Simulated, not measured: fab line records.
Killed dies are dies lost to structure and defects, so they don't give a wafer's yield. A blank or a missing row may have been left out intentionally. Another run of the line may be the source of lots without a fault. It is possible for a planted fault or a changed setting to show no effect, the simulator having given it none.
2 desks, one fault    flow n5Finfet    what lay behind the numbers comes last; until then each desk has only its own

## AT THE METROLOGY DESK
What the gauges read, lot by lot, whatever tool the lot ran on: means of the sampled wafers that have a number. The brackets show how far a lot's mean lies from the usual mean; more than 4 standard deviations puts the lot out of limits, marked OUT. 7 of its 11 readings are shown: the first one out of limits and those lying furthest out on some lot.
Columns: A = DIBL_P at N5_BEOL_M4_RC_MEAS_101, usual 36.1 mV/V; B = IOFF_P at N5_BEOL_M4_RC_MEAS_101, usual 0.21 nA/um; C = ION_P at N5_BEOL_M4_RC_MEAS_101, usual 464 uA/um; D = SS_P at N5_BEOL_M4_RC_MEAS_101, usual 73.3 mV/dec; E = VT_N at N5_BEOL_M4_RC_MEAS_101, usual 249 mV; F = VT_P at N5_BEOL_M4_RC_MEAS_101, usual -250 mV; G = trenchDepthNm at N5_BEOL_M8_OCD_MEAS_38, usual 93.4 nm
lot   first seen here  A     B     C    D     E    F     G
L421  day 7 14:26      37.7  0.22  464  73.2  252  -251  93.3
L441  day 12 17:37     35.2  0.23  473  72.7  249  -244  93.2
L444  day 14 09:36     36.5  0.24  470  73.8  248  -247  87.4 (-4.6) OUT
This desk's verdict: out of limits on L444, starting with L444 at day 15 17:43 (trenchDepthNm at N5_BEOL_M8_OCD_MEAS_38). L421, L441: within limits.

## DESK OF THE TOOL OWNER: pvdSputter-01
The tool's own readings at N5_BEOL_M8_HM_DEP_02 (deposits TiN, target thk 20 nm): means of the sampled wafers that have a number, for each lot that ran on this tool. The brackets show how far a lot's mean lies from the usual mean; more than 4 standard deviations puts the lot out of limits, marked OUT.
Columns: A = throttleValvePct at N5_BEOL_M8_HM_DEP_02, usual 29.4 %
lot   first seen here  A
L421  day 8 16:49      28.5
L444  day 15 14:04     29.2
This desk's verdict: no lot among the 2 shows anything out of limits.

## BROUGHT TOGETHER
An alarm was possible from the metrology desk at day 15 17:43, on L444.
The tool owner's desk saw nothing out of limits.
On record at the tool owner's desk: L444, within its limits.
The lots listed all ran N5_BEOL_M8_HM_DEP_02 on pvdSputter-01.

## WHAT HAD BEEN PUT IN BY THE SIMULATOR
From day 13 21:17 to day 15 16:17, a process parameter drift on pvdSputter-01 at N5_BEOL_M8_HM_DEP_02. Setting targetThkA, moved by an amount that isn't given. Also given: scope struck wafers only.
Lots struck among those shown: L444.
Delay in hours, fault start to first out-of-limits reading, per desk: metrology desk 44.
